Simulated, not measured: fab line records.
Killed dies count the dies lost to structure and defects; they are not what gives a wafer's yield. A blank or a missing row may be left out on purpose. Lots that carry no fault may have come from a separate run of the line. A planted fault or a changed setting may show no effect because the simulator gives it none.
Matching of chambers    flow nand harc    4 sister chambers for NHARC_A_STAIRCASE_CMP_152 on cmp-01
The step polishes. 8 wafers are shown with their chamber, then 12 later ones without.

WAFERS PAIRED WITH THEIR CHAMBERS
wafer   chamber  motor current A (A)
L090.6  3        13.6
L090.5  2        13.0
L088.1  0        11.5
L088.3  1        12.8
L088.4  2        12.7
L088.2  3        13.4
L088.5  0        10.8
L088.6  1        12.2

WAFERS WHOSE CHAMBER IS MISSING
wafer   motor current A (A)
L092.1  12.0
L092.5  13.4
L092.6  13.2
L094.1  13.1
L094.2  13.5
L094.5  12.4
L097.1  13.5
L097.3  12.6
L097.6  12.3
L096.3  11.2
L096.5  13.7
L096.6  12.6

WHICH CHAMBER EACH ONE RAN IN
wafer   from the rows above           in truth
L092.1  can't be placed: 1 or 0 or 2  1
L092.5  can't be placed: 3 or 2       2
L092.6  can't be placed: 3 or 2 or 1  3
L094.1  can't be placed: 2 or 3 or 1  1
L094.2  can't be placed: 3 or 2       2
L094.5  can't be placed: 1 or 2       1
L097.1  can't be placed: 3 or 2       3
L097.3  can't be placed: 1 or 2       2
L097.6  can't be placed: 1 or 2       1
L096.3  0                             0
L096.5  can't be placed: 3 or 2       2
L096.6  can't be placed: 1 or 2       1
Correct placement for 1 of the 12. Unplaceable from these rows: 11, with the true chamber sitting among the candidates in 11. Number placed wrongly: 0.
How it was worked out, from the rows above alone: a wafer's distance from a chamber is the root of the sum, over the readings, of the square of ((its reading less the chamber's mean) divided by the reading's scatter). If the next closest chamber is less than 2 further off than the closest, the wafer can't be placed; otherwise it belongs to the closest. Each chamber's mean is taken over the wafers shown for it. The scatter is the square root of a quotient: the sum, over the shown wafers, of each reading's squared deviation from its chamber's mean, divided by wafers minus chambers.
